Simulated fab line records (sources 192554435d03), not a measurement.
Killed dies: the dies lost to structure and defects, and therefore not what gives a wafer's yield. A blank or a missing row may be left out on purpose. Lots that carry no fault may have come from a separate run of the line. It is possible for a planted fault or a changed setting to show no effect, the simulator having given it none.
A single fault, viewed from 2 desks | flow n5 finfet | each desk has only its own numbers; what lay behind them comes last

## AT THE TOOL OWNER'S DESK: rie diel-02
The tool's own readings at N5_BEOL_M11_TRENCH_ETCH_37 (etches SiCOH lowk in C4F6/O2, target depth 148.83 nm, time 48 s): means of the sampled wafers that have a number, for each lot that ran on this tool. A lot is out of limits, marked OUT, if its mean lies more than 4 standard deviations from the usual mean; the brackets give that distance. 7 of its 8 readings are shown: the first one out of limits and those lying furthest out on some lot.
Columns: A = drypump motor current A at N5_BEOL_M11_TRENCH_ETCH_37, usual 5.9 A; B = oes_f_703_au at N5_BEOL_M11_TRENCH_ETCH_37, usual 0.77 a.u.; C = oes_o_777_au at N5_BEOL_M11_TRENCH_ETCH_37, usual 0.77 a.u.; D = rf fwd power W at N5_BEOL_M11_TRENCH_ETCH_37, usual 341.6 W; E = rf vpp V at N5_BEOL_M11_TRENCH_ETCH_37, usual 667 V; F = showerhead plenum p Torr at N5_BEOL_M11_TRENCH_ETCH_37, usual 2.82 Torr; G = throttle valve pct at N5_BEOL_M11_TRENCH_ETCH_37, usual 20.93 %
lot  | first seen here | A   | B    | C    | D               | E   | F    | G
L987 | day 12 13:28    | 6.1 | 0.79 | 0.79 | 341.7           | 665 | 2.85 | 20.69
L993 | day 13 13:56    | 6.7 | 0.77 | 0.78 | 341.7           | 665 | 2.76 | 21.21
L995 | day 14 09:13    | 6.1 | 0.70 | 0.71 | 314.6 (-17) OUT | 699 | 2.84 | 20.69
L101 | day 15 05:26    | 6.2 | 0.70 | 0.72 | 315.2 (-16) OUT | 709 | 2.83 | 20.87
This desk's finding: out of limits on L101, L995; first on L995, day 14 09:13 (rf fwd power W at N5_BEOL_M11_TRENCH_ETCH_37). In limits: L987, L993.

## AT THE METROLOGY DESK
What the gauges read for every lot (on any tool): the sampled wafers with a number, averaged. A lot is out of limits, marked OUT, if its mean lies more than 4 standard deviations from the usual mean; the brackets give that distance.
Columns: A = trench depth nm at N5_BEOL_M11_OCD_MEAS_38, usual 148 nm; B = M11_THK at N5_BEOL_M11_THK_MEAS_53, usual 139 nm; C = M11_RS at N5_BEOL_M11_RS_MEAS_57, usual 0.152 ohm/sq
lot  | first seen here | A   | B   | C
L987 | day 12 13:39    | 147 | 138 | 0.153
L993 | day 13 14:07    | 147 | 139 | 0.153
L994 | day 14 03:13    | 148 | 139 | 0.152
L995 | day 14 09:24    | 141 | 133 | 0.161
L101 | day 15 05:37    | 143 | 133 | 0.160
L107 | day 17 04:20    | 147 | 140 | 0.153
L106 | day 17 04:30    | 149 | 143 | 0.149
L109 | day 17 21:46    | 149 | 139 | 0.150
This desk's verdict: no lot among the 8 shows anything out of limits.

## TAKEN TOGETHER
The tool owner's desk had the chance to raise an alarm at day 14 09:13 on L101, L995.
The metrology desk saw nothing out of limits.
The metrology desk holds a record of L101, L995, inside its limits.
The lots listed all ran N5_BEOL_M11_TRENCH_ETCH_37 on rie diel-02.

## WHAT THE SIMULATOR PUT IN
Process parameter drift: rie diel-02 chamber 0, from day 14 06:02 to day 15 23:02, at N5_BEOL_M11_TRENCH_ETCH_37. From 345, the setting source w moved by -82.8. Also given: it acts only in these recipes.
Lots struck among those shown: L101, L995.
How many hours passed from the start of the fault until each desk's first out-of-limits reading: the tool owner's desk, 3.
